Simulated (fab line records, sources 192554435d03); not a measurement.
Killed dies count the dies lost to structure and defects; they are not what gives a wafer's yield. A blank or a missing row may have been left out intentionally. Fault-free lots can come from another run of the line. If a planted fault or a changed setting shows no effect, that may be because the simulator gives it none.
Code-filled problem report in 8D (eight disciplines) form + flow n5 finfet + the parts of the form that need people (team, actions taken, sign-off) are left out

1. PROBLEM STATEMENT
Mean of spin speed rpm at N5_BEOL_M5_COAT_60: 1556.7 rpm across 6 wafers in 2 lots; on wafers with no fault it is 1500.1 rpm (standard deviation 0.97). That puts it +58 standard deviations away from the usual mean.
The step: time 60 s, resist thk 12 nm.
Earliest sighting: wafer L390.3 on litho track-02 at day 9 22:53. The record holds 17 wafers of 6 lots with a number at this step. Rule for "out", or "out of limits": more than 4 standard deviations from the usual mean. Any other wafer with a number is counted as sound.

2. WHAT IT IS, WHAT IT ISN'T
| question                    | is                     | is not                                                                   |
|-----------------------------|------------------------|--------------------------------------------------------------------------|
| which readings at this step | spin speed rpm         | dispense pressure kPa                                                    |
| which lots                  | L390, L391             | L383, L384, L398, L405                                                   |
| which wafers of those lots  | all that have a number | -                                                                        |
| read on which tools         | litho track-02         | litho track-01                                                           |
| when                        | from day 9 22:53       | up to then (6 sound wafers); but 5 sound wafers of L398, L405 came after |

3. THE SUSPECTS, EACH WITH WHAT RULES IT OUT
Counting: a tool at a process step up to the reading stays a suspect if it ran every lot that is out and no sound lot after the first of them.
- litho track-02 at N5_BEOL_M5_COAT_60 (time 60 s, resist thk 12 nm): kept. It processed each lot that is out, first L390 at day 9 22:53, and no sound lot thereafter; up to then, the last sound lot it processed was L383 at day 8 19:22. Out on those wafers are its own readings of spin speed rpm.
After counting, what remains is litho track-02 at N5_BEOL_M5_COAT_60.

4. THE CAUSE (what the simulator had put in)
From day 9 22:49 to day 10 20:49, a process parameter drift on litho track-02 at N5_BEOL_M5_COAT_60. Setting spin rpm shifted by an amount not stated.
After counting, this tool was the only one left.

5. THE EFFECT CHAIN, in route order
Each row: a reading where the mean over the struck wafers with a number is more than 3 standard deviations away from the usual. Only readings whose record carries a usual standard deviation are examined. hours: median over the lots of the time between each lot's start at the first step of this table that gives one and its start at this step. sigmas: the change, counted in usual standard deviations.
| hours | step               | reading        | usual      | on struck wafers | change | sigmas |
|-------|--------------------|----------------|------------|------------------|--------|--------|
| 0     | N5_BEOL_M5_COAT_60 | spin speed rpm | 1500.1 rpm | 1556.7           | +56.6  | +58    |
It contains these process steps:
- N5_BEOL_M5_COAT_60: time 60 s, resist thk 12 nm.
At these later measuring or inspecting steps, every struck wafer for which the step has a row has a number for every such reading, and none has moved that far: N5_BEOL_M5_CD_MEAS_11, N5_BEOL_M5_OVL_MEAS_12, N5_BEOL_M5_INSPECT_13.

6. WHAT WOULD HAVE CAUGHT IT SOONER
In this record no reading fell out of limits until day 9 22:53, 0 hours after the fault had begun at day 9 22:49.
